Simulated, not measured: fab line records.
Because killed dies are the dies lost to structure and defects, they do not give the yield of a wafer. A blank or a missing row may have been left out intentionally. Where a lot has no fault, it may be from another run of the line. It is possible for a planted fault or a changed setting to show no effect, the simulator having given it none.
fab line records ; flow nand-harc
[record] lots = 15; wafers = 45; last-day = 33
route steps=1302 shown A_CHANNEL_HOLE_D1@468 A_CHANNEL_FILL_D1@492
lots untouched by any fault: they come from a run of this same line in which no faults occurred
start-h: hours from the record's opening day to when the first of the lot's shown wafers began ; wait-h: hours since the lot's step before ; " same as the row above ; L1.1+2: a row that stands for several wafers ; - value missing, or start not given ; * or withheld: withheld ; < > ~ a bound
route shown NAME@n: NAME is a module with steps in the file, n the number in the route of the first one ; usual: mean/standard deviation of fault-free wafers ; same: alike in all rows ; chamber/n: place in a boat ; sites: each site's reading ; _std_site: the standard deviation of these ; _edge_site: the outer-site mean with the inner-site mean subtracted ; radius-mm: how far each site lies from the wafer's centre ; mask NAME#n: copy n ; behind: tool/chamber where the wafer was last shaped ; hold: why the lot went on hold/how many hours it stayed there/how the hold came to an end ; device: names the non-switching transistor (n, p or np) ; end of line: at the end of the route, the tests of the same wafers ; a step without rows: its recipe alone ; killed: count of dies lost to structure and defects at first sort (not the wafer's yield) ; map: a wafer's dies, marking killed ones x, the rest . and places with no die _
set.NAME: the setting as run; set.NAME@STEP: as run at that earlier step ; model.NAME: the simulator's own value behind a step, which no gauge read
one table for each step of the route and one row for each wafer, over a sample of lots
services: from which hour (start-h, from the record's first day; less than 0 if before it) a tool's chamber was out of use, for how many hours, and why
[[steps]]
[step NHARC_A_CHANNEL_HOLE_D1_ETCH_34]
[recipe] target-depth-a = 1540; time-s = 77; cf4-flow-sccm = 100; chf3-flow-sccm = 30; ar-flow-sccm = 0; rf-w = 500; bias-w = 200; chemistry = CF4/CHF3
[usual] bias-w = 200.0/0.6; cf4-flow-sccm = 100.0/0.35; drypump-motor-current-A = 5.7/0.45; mfc-ar-sccm = 0.010/0.013; oes-product-au = 0.953/0.021; rf-vpp-V = 370.4/2.3; showerhead-plenum-p-Torr = 1.57/0.067; throttle-valve-pct = 16.802/0.0096
lot.wafer;tool;chamber;start-h;wait-h;bias-w;cf4-flow-sccm;drypump-motor-current-A;mfc-ar-sccm;oes-product-au;rf-hours-counter-h;rf-vpp-V;showerhead-plenum-p-Torr;throttle-valve-pct
L998.1;rie-diel-09;0;-;-;199.7;100.2;5.9;0.025;0.968;3;375.7;1.68;16.800
L998.3;rie-diel-09;1;-;-;199.1;100.7;5.4;0;0.968;2;366.4;1.48;16.794
L998.5;rie-diel-09;1;-;-;200.2;100.4;5.4;0;0.965;-;368.3;1.48;16.788
L999.3;rie-diel-09;2;-;-;200.6;99.8;5.9;0;0.990;3;371.2;1.62;16.804
L999.4;rie-diel-09;3;-;-;200.4;99.3;5.3;0.024;0.967;4;371.4;1.58;16.809
L999.5;rie-diel-09;3;-;-;200.6;99.6;5.2;0.024;0.970;-;371.9;1.58;16.803
L100.2;rie-diel-08;3;-;-;199.9;99.6;6.4;0;0.972;6;370.6;1.61;16.803
L100.3;rie-diel-08;1;-;-;200.5;99.3;6.5;0.038;0.970;4;367.3;1.50;16.784
L100.6;rie-diel-08;0;-;-;200.2;99.8;5.3;0.001;0.979;-;371.3;1.61;16.809
L101.2;rie-diel-09;3;-;-;199.2;100.0;5.2;0.024;0.929;5;370.3;1.58;16.800
L101.4;rie-diel-09;0;-;-;200.2;100.0;5.8;0.025;0.926;5;375.9;1.68;16.806
L101.5;rie-diel-09;0;-;-;199.5;99.5;5.9;0.025;0.918;-;373.2;1.68;16.812
L102.2;rie-diel-09;1;-;-;199.6;99.9;5.5;0;0.924;5;368.1;1.48;16.807
L102.4;rie-diel-09;3;-;-;199.3;99.6;5.2;0.024;0.930;6;369.8;1.58;16.785
L102.6;rie-diel-09;1;-;-;200.7;100.4;5.5;0;0.928;-;368.4;1.48;16.790
L103.1;rie-diel-09;3;-;-;199.5;99.8;5.2;0.024;0.934;8;370.8;1.58;16.800
L103.4;rie-diel-09;1;-;-;199.8;99.9;5.4;0;0.928;7;366.0;1.48;16.802
L103.2;rie-diel-09;2;-;-;200.3;99.5;5.8;0;0.924;7;370.6;1.61;16.814
L104.4;rie-diel-08;3;-;-;200.3;100.5;6.5;0;0.984;16;373.2;1.61;16.801
L104.5;rie-diel-08;1;-;-;200.6;100.1;6.6;0.038;0.960;-;366.7;1.50;16.810
L104.6;rie-diel-08;2;-;-;199.3;100.0;5.5;0;0.983;-;367.6;1.46;16.802
L106.1;rie-diel-08;0;-;-;199.7;100.2;5.3;0.001;0.977;19;372.3;1.61;16.799
L106.4;rie-diel-08;1;-;-;200.2;99.8;6.5;0.038;0.975;19;367.9;1.49;16.808
L106.5;rie-diel-08;2;-;-;199.3;99.9;5.6;0;0.964;-;367.6;1.46;16.829
L107.3;rie-diel-05;3;-;-;199.6;100.0;5.3;0;0.963;14;371.5;1.57;16.810
L107.2;rie-diel-05;0;-;-;199.9;99.4;5.4;0.007;0.951;15;371.3;1.56;16.804
L107.1;rie-diel-05;1;-;-;201.0;99.9;5.4;0;0.938;15;370.5;1.52;16.814
L108.1;rie-diel-09;3;-;-;200.9;101.0;5.2;0.024;0.930;11;370.8;1.58;16.802
L108.3;rie-diel-09;0;-;-;200.4;99.6;5.9;0.025;0.915;11;374.1;1.68;16.798
L108.5;rie-diel-09;0;-;-;200.6;99.3;5.9;0.025;0.923;-;374.8;1.68;16.803
L110.3;rie-diel-09;1;-;-;199.5;100.3;5.5;0;0.924;11;368.8;1.48;16.790
L110.1;rie-diel-09;0;-;-;200.3;100.1;5.9;0.025;0.924;12;374.7;1.68;16.791
L110.6;rie-diel-09;2;-;-;199.4;100.1;5.9;0;0.933;-;371.8;1.61;16.803
L112.2;rie-diel-05;2;-;-;200.3;99.5;5.1;0.008;0.976;24;368.0;1.54;16.811
L112.1;rie-diel-05;1;-;-;201.1;100.2;5.4;0;0.988;27;368.6;1.52;16.801
L112.6;rie-diel-05;3;-;-;201.1;100.3;5.2;0;0.964;-;370.4;1.57;16.812
L111.3;rie-diel-08;1;-;-;200.1;100.2;6.5;0.038;0.939;32;368.8;1.49;16.816
L111.4;rie-diel-08;2;-;-;200.4;100.4;5.6;0;0.939;35;366.7;1.46;16.807
L111.6;rie-diel-08;1;-;-;200.0;100.0;6.5;0.038;0.933;-;367.8;1.49;16.798
L113.4;rie-diel-08;1;-;-;199.7;100.4;6.5;0.038;0.954;41;367.2;1.49;16.806
L113.1;rie-diel-08;2;-;-;199.8;100.5;5.6;0;0.977;44;366.9;1.45;16.802
L113.3;rie-diel-08;3;-;-;199.6;99.6;6.5;0;0.979;42;370.8;1.61;16.811
L121.3;rie-diel-09;1;-;-;200.3;99.9;5.4;0;0.936;5;366.6;1.48;16.802
L121.2;rie-diel-09;3;-;-;200.1;100.1;5.3;0.024;0.929;5;370.7;1.58;16.813
L121.5;rie-diel-09;0;-;-;199.5;99.8;5.9;0.025;0.924;-;374.5;1.67;16.796
[step NHARC_A_CHANNEL_HOLE_D1_ETCH_24]
[recipe] bias-v = 5000; source-w = withheld; pressure-mtorr = 20; time-s = 906.2; ar-flow-sccm = 375; c4f8-flow-sccm = 93.8; o2-flow-sccm = 31.2; temp-c = -20; target-depth-a = 15000; chemistry = C4F8/O2/Ar
[usual] c4f8-flow-sccm = 93.78/0.29; chamber-pressure-mTorr = 20.000/0.02; drypump-motor-current-A = 6.1/0.6; he-backside-leak-sccm = 5.9/0.53; mfc-ar-sccm = 375.0/1.1; showerhead-plenum-p-Torr = 3.66/0.074; throttle-valve-pct = 32.236/0.0095
lot.wafer;tool;chamber;start-h;wait-h;c4f8-flow-sccm;chamber-pressure-mTorr;drypump-motor-current-A;he-backside-leak-sccm;mfc-ar-sccm;rf-hours-counter-h;showerhead-plenum-p-Torr;throttle-valve-pct
L998.1;har-etch-01;0;183.73;0.6;93.98;20.006;5.8;5.5;376.5;86;3.73;32.240
L998.3;har-etch-01;1;183.73;0.6;93.27;19.981;6.8;5.5;376.0;-;3.73;32.254
L998.5;har-etch-01;1;183.73;0.6;93.90;20.000;6.8;5.3;375.0;-;3.73;32.225
L999.3;har-etch-02;1;192.06;0.6;93.85;20.014;6.2;6.4;376.3;-;3.60;32.231
L999.4;har-etch-02;0;192.06;0.6;93.78;19.988;5.2;5.4;375.2;-;3.63;32.229
L999.5;har-etch-02;1;192.06;0.6;93.85;20.002;6.2;5.9;376.6;-;3.60;32.235
L100.2;har-etch-01;1;215.73;0.6;93.88;19.963;6.8;5.0;374.5;105;3.72;32.229
L100.3;har-etch-01;0;215.73;0.6;93.70;19.974;5.7;5.5;375.7;-;3.72;32.238
L100.6;har-etch-01;0;215.73;0.6;94.20;20.009;5.7;5.6;374.8;-;3.72;32.228
L101.2;har-etch-02;1;215.73;0.6;93.78;19.970;6.2;6.4;376.0;311;3.59;32.237
L101.4;har-etch-02;1;215.73;0.6;93.54;20.030;6.2;6.3;375.3;-;3.59;32.238
L101.5;har-etch-02;0;215.73;0.6;93.64;20.000;5.2;6.1;375.4;-;3.63;32.227
L102.2;har-etch-01;1;223.93;0.6;93.56;19.976;6.8;5.5;376.8;113;3.72;32.233
L102.4;har-etch-01;1;223.93;0.6;93.80;19.985;6.8;6.2;375.4;-;3.72;32.228
L102.6;har-etch-01;0;223.93;0.6;93.44;20.014;5.8;5.8;377.3;-;3.72;32.225
L103.2;har-etch-01;1;245.27;0.6;93.88;19.982;6.8;5.6;375.3;125;3.71;32.234
L103.1;har-etch-01;0;245.27;0.6;93.74;19.981;5.8;5.9;376.7;125;3.71;32.233
L103.4;har-etch-01;0;245.27;0.6;93.31;20.029;5.8;5.7;376.0;-;3.71;32.240
L104.4;har-etch-02;1;250.23;0.6;93.54;19.985;6.2;6.9;374.2;-;3.58;32.240
L104.6;har-etch-02;0;250.23;0.6;94.22;20.005;5.2;5.8;375.8;-;3.62;32.243
L104.5;har-etch-02;1;250.23;0.6;93.76;20.001;6.2;6.2;374.5;-;3.58;32.239
L106.1;har-etch-01;1;269.58;0.6;93.60;19.986;6.8;5.7;374.5;136;3.70;32.240
L106.4;har-etch-01;1;269.58;0.6;93.77;20.016;6.8;5.4;375.5;-;3.70;32.234
L106.5;har-etch-01;0;269.58;0.6;94.12;20.042;5.7;5.6;375.9;-;3.70;32.246
L107.2;har-etch-02;0;282.79;0.6;93.95;20.009;5.2;5.9;374.2;348;3.61;32.226
L107.1;har-etch-02;1;282.79;0.6;93.54;19.983;6.2;6.8;374.9;348;3.57;32.221
L107.3;har-etch-02;1;282.79;0.6;93.37;20.007;6.2;7.1;372.8;-;3.57;32.239
L108.1;har-etch-02;1;288.14;0.6;93.15;19.967;6.2;6.3;374.0;352;3.57;32.261
L108.3;har-etch-02;0;288.14;0.6;93.14;19.974;5.2;6.1;377.0;-;3.60;32.233
L108.5;har-etch-02;1;288.14;0.6;93.63;20.031;6.2;6.7;373.8;-;3.56;32.238
L110.1;har-etch-01;0;304.31;0.6;93.45;19.996;5.7;5.8;375.3;156;3.69;32.230
L110.3;har-etch-01;0;304.31;0.6;93.71;19.980;5.7;5.8;375.8;-;3.69;32.243
L110.6;har-etch-01;1;304.31;0.6;94.17;20.034;6.8;6.2;374.7;-;3.69;32.235
L112.2;har-etch-01;1;328.69;0.6;93.63;20.022;6.8;6.1;375.1;171;3.68;32.236
L112.1;har-etch-01;0;328.69;0.6;93.57;19.964;5.7;6.0;373.9;171;3.68;32.239
L112.6;har-etch-01;1;328.69;0.6;93.79;19.996;6.8;6.0;374.5;-;3.68;32.251
L111.4;har-etch-01;1;333.12;0.6;93.51;20.006;6.8;5.2;374.6;-;3.68;32.243
L111.3;har-etch-01;0;333.12;0.6;93.56;20.025;5.7;5.9;373.3;-;3.68;32.249
L111.6;har-etch-01;0;333.12;0.6;93.69;19.992;5.7;6.0;374.8;-;3.68;32.239
L113.1;har-etch-01;1;338.56;0.6;93.60;20.054;6.8;6.0;376.7;179;3.68;32.223
L113.3;har-etch-01;1;338.56;0.6;94.28;20.004;6.8;5.5;375.7;-;3.68;32.231
L113.4;har-etch-01;0;338.56;0.6;94.25;20.002;5.8;5.9;374.7;-;3.68;32.251
L121.2;har-etch-01;0;411.22;0.6;93.92;20.021;5.8;5.9;373.1;229;3.65;32.239
L121.3;har-etch-01;0;411.22;0.6;94.11;19.982;5.7;5.9;373.6;-;3.65;32.240
L121.5;har-etch-01;1;411.22;0.6;93.70;19.999;6.8;6.2;372.7;-;3.65;32.232
[step NHARC_A_CHANNEL_HOLE_D1_ETCH_33]
[recipe] bias-v = 400; source-w = 2000; pressure-mtorr = 25; time-s = 90; ar-flow-sccm = 375; c4f8-flow-sccm = 41.7; o2-flow-sccm = 83.3; temp-c = -20; target-depth-a = 4000; chemistry = C4F8/O2/Ar
[usual] bias-v = 401/3.9; c4f8-flow-sccm = 41.69/0.12; drypump-motor-current-A = 6.1/0.6; he-backside-leak-sccm = 5.9/0.47; mfc-ar-sccm = 375.1/1; showerhead-plenum-p-Torr = 3.71/0.077; throttle-valve-pct = 27.622/0.0088
lot.wafer;tool;chamber;start-h;wait-h;bias-v;c4f8-flow-sccm;drypump-motor-current-A;he-backside-leak-sccm;mfc-ar-sccm;rf-hours-counter-h;showerhead-plenum-p-Torr;throttle-valve-pct
L998.1;har-etch-01;0;185.46;-;401;41.74;5.8;5.7;376.3;88;3.78;27.632
L998.3;har-etch-01;1;185.46;-;399;41.83;6.8;5.4;375.5;-;3.78;27.617
L998.5;har-etch-01;1;185.46;-;396;41.79;6.8;5.1;376.2;-;3.78;27.608
L999.3;har-etch-02;1;193.72;0.2;399;41.79;6.2;6.1;374.8;-;3.64;27.619
L999.4;har-etch-02;0;193.72;0.2;405;41.55;5.2;5.6;373.6;-;3.68;27.603
L999.5;har-etch-02;1;193.72;0.2;403;41.71;6.2;6.3;373.3;-;3.64;27.631
L100.2;har-etch-01;1;217.47;0.2;406;41.58;6.8;5.4;374.6;107;3.76;27.608
L100.3;har-etch-01;0;217.47;0.2;401;41.71;5.8;5.6;373.9;-;3.76;27.618
L100.6;har-etch-01;0;217.47;0.2;402;41.81;5.7;5.6;375.6;-;3.76;27.622
L101.2;har-etch-02;1;217.57;0.2;401;41.55;6.2;6.7;374.1;312;3.63;27.621
L101.4;har-etch-02;1;217.57;0.2;399;41.46;6.2;6.2;374.0;-;3.63;27.626
L101.5;har-etch-02;0;217.57;0.2;396;41.81;5.2;5.4;373.7;-;3.67;27.624
L102.2;har-etch-01;1;225.78;0.2;404;41.66;6.8;5.1;373.7;115;3.76;27.632
L102.4;har-etch-01;1;225.78;0.2;407;41.73;6.8;5.3;374.7;-;3.76;27.615
L102.6;har-etch-01;0;225.78;0.2;395;41.45;5.7;5.9;373.9;-;3.76;27.641
L103.2;har-etch-01;1;247.11;0.2;402;41.70;6.8;5.5;375.4;126;3.75;27.632
L103.1;har-etch-01;0;247.11;0.2;410;41.73;5.7;5.6;377.8;126;3.75;27.620
L103.4;har-etch-01;0;247.11;0.2;407;41.61;5.7;5.8;376.4;-;3.75;27.633
L104.4;har-etch-02;1;251.78;0.2;405;41.60;6.2;6.1;374.4;-;3.62;27.607
L104.6;har-etch-02;0;251.78;0.2;401;41.65;5.2;5.9;374.7;-;3.66;27.615
L104.5;har-etch-02;1;251.78;0.2;407;41.54;6.2;6.2;374.8;-;3.62;27.619
L106.1;har-etch-01;1;271.34;0.2;402;41.58;6.8;5.3;375.6;138;3.75;27.621
L106.4;har-etch-01;1;271.34;0.2;398;41.87;6.8;5.9;374.6;-;3.75;27.634
L106.5;har-etch-01;0;271.34;0.2;404;41.79;5.8;5.9;375.2;-;3.75;27.614
L107.2;har-etch-02;0;284.63;0.2;405;41.65;5.2;6.1;376.7;350;3.65;27.631
L107.1;har-etch-02;1;284.63;0.2;397;41.62;6.2;6.6;375.7;350;3.61;27.627
L107.3;har-etch-02;1;284.63;0.2;399;41.66;6.2;7.1;375.4;-;3.61;27.604
L108.1;har-etch-02;1;289.98;0.2;405;41.75;6.2;7.1;374.6;354;3.60;27.626
L108.3;har-etch-02;0;289.98;0.2;403;41.84;5.2;6.0;374.8;-;3.64;27.619
L108.5;har-etch-02;1;289.98;0.2;403;41.79;6.2;7.1;374.7;-;3.60;27.630
L110.1;har-etch-01;0;306.08;0.2;397;41.72;5.7;5.8;374.4;157;3.74;27.620
L110.3;har-etch-01;0;306.08;0.2;400;41.88;5.7;5.7;373.7;-;3.74;27.631
L110.6;har-etch-01;1;306.08;0.2;405;41.72;6.8;5.9;374.6;-;3.74;27.630
L112.2;har-etch-01;1;330.54;0.2;-;-;-;-;-;-;-;-
L112.1;har-etch-01;0;330.54;0.2;-;-;-;-;-;-;-;-
L112.6;har-etch-01;1;330.54;0.2;-;-;-;-;-;-;-;-
L111.4;har-etch-01;1;334.79;0.2;-;-;-;-;-;-;-;-
L111.3;har-etch-01;0;334.79;0.2;-;-;-;-;-;-;-;-
L111.6;har-etch-01;0;334.79;0.2;-;-;-;-;-;-;-;-
L113.1;har-etch-01;1;340.39;0.2;-;-;-;-;-;-;-;-
L113.3;har-etch-01;1;340.39;0.2;-;-;-;-;-;-;-;-
L113.4;har-etch-01;0;340.39;0.2;-;-;-;-;-;-;-;-
L121.2;har-etch-01;0;413.06;0.2;402;41.65;5.8;6.0;374.4;230;3.70;27.625
L121.3;har-etch-01;0;413.06;0.2;395;41.68;5.8;6.0;374.0;-;3.70;27.628
L121.5;har-etch-01;1;413.06;0.2;399;41.74;6.8;6.0;376.3;-;3.70;27.624
[step NHARC_A_CHANNEL_FILL_D1_ALD_02]
[recipe] target-thk-a = 60; pulse-time-s = 10; ald-cycles = 60; temp-c = 300; material = SiO2
[usual] heater-power-w = 472/49; precursor-pulse-height-rel = 0.999/0.02
lot.wafer;tool;chamber;start-h;wait-h;heater-power-w;precursor-pulse-height-rel
L998.3;ald-hk-03;3;187.36;-;416;1.024
L998.1;ald-hk-03;0;187.36;-;399;0.961
L998.5;ald-hk-03;3;187.36;-;414;0.944
L999.4;ald-hk-02;2;195.70;-;566;1.010
L999.3;ald-hk-02;3;195.70;-;487;0.977
L999.5;ald-hk-02;1;195.70;-;460;0.946
L100.3;ald-hk-01;2;219.46;-;459;0.994
L100.2;ald-hk-01;0;219.46;-;464;0.999
L100.6;ald-hk-01;3;219.46;-;550;1.010
L101.4;ald-hk-02;3;219.71;0.3;485;1.026
L101.2;ald-hk-02;0;219.71;0.3;470;1.040
L101.5;ald-hk-02;2;219.71;0.3;573;0.998
L102.4;ald-hk-02;0;227.71;-;437;0.987
L102.2;ald-hk-02;1;227.71;-;446;0.981
L102.6;ald-hk-02;1;227.71;-;467;1.011
L103.4;ald-hk-03;3;249.04;-;419;1.018
L103.2;ald-hk-03;0;249.04;-;397;0.993
L103.1;ald-hk-03;1;249.04;-;524;0.987
L104.4;ald-hk-03;0;253.61;-;407;0.991
L104.6;ald-hk-03;0;253.61;-;402;1.001
L104.5;ald-hk-03;1;253.61;-;525;1.009
L106.4;ald-hk-01;2;273.46;-;461;1.007
L106.1;ald-hk-01;3;273.46;-;524;0.954
L106.5;ald-hk-01;2;273.46;-;447;1.018
L107.1;ald-hk-02;0;287.00;-;449;1.010
L107.3;ald-hk-02;1;287.00;-;454;0.972
L107.2;ald-hk-02;3;287.00;-;494;0.969
L108.1;ald-hk-02;1;292.69;-;471;0.967
L108.3;ald-hk-02;0;292.69;-;447;0.994
L108.5;ald-hk-02;2;292.69;-;563;0.989
L110.1;ald-hk-03;2;307.97;-;453;0.960
L110.3;ald-hk-03;1;307.97;-;507;0.984
L110.6;ald-hk-03;3;307.97;-;416;1.010
L121.2;ald-hk-03;2;414.98;-;467;1.031
L121.3;ald-hk-03;0;414.98;-;388;1.053
L121.5;ald-hk-03;3;414.98;-;440;1.022
[[services]]
tool;chamber;start-h;hours;kind
rie-diel-05;0;163.39;3.4;repair
ald-hk-02;-;170.00;10.0;pm
ald-hk-03;-;181.89;1.0;repair
rie-diel-08;2;189.20;5.9;repair
rie-diel-09;1;190.10;4.6;repair
rie-diel-08;-;190.82;9.0;pm
ald-hk-03;-;214.54;10.0;pm
rie-diel-05;-;229.60;9.0;pm
har-etch-01;-;235.18;0.2;repair
rie-diel-05;1;265.50;4.6;repair
rie-diel-09;1;268.14;5.7;repair
ald-hk-03;-;281.88;0.9;repair
ald-hk-01;-;305.57;10.0;pm
rie-diel-09;-;320.18;9.0;pm
ald-hk-02;-;325.75;1.9;repair
rie-diel-08;-;332.90;0.5;repair
rie-diel-08;-;367.82;9.0;pm
har-etch-02;-;377.43;17.0;pm
rie-diel-05;-;392.48;0.6;repair
ald-hk-03;-;392.54;10.0;pm
rie-diel-09;0;397.94;4.3;repair
ald-hk-02;-;401.09;1.8;repair
rie-diel-05;-;404.84;0.2;repair
rie-diel-05;-;406.60;9.0;pm
[[key]]
[first-sign] step = NHARC_A_CHANNEL_HOLE_D1_ETCH_33; reading = tool-record; direction = missing
effect none on later readings
met-at NHARC_A_CHANNEL_HOLE_D1_ETCH_33
struck-lots L111,L112,L113
later-rows-left-out L111.3,L111.4,L111.6,L112.1,L112.2,L112.6,L113.1,L113.3,L113.4
sort-left-out L111.3,L111.4,L111.6,L112.1,L112.2,L112.6,L113.1,L113.3,L113.4
tester-left-out L111,L112,L113
not-acting-at NHARC_A_CHANNEL_HOLE_D1_ETCH_34,NHARC_A_CHANNEL_HOLE_D1_ETCH_24,NHARC_A_CHANNEL_FILL_D1_ALD_02
onset-between 306.08 330.54
[fault] kind = skipped-step-whole; tool = har-etch-01; chamber = -; onset-h = 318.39; steps = NHARC_A_CHANNEL_HOLE_D1_ETCH_33; scope = struck-lots-only
// tester-left-out: of these lots the tester's yield and bins aren't shown, on N5 and GAA mostly nor the transistor test; their killed dies are dies lost to structure and defects alone, not to doping, threshold or leakage, so they don't give the yield
// sort-left-out: the simulated sort isn't trusted on such a fault, so these wafers' sort isn't shown, and their yield isn't known
// later-rows-left-out: the simulator's readings of these wafers behind a module that went badly wrong aren't trusted and aren't shown, but for the sort
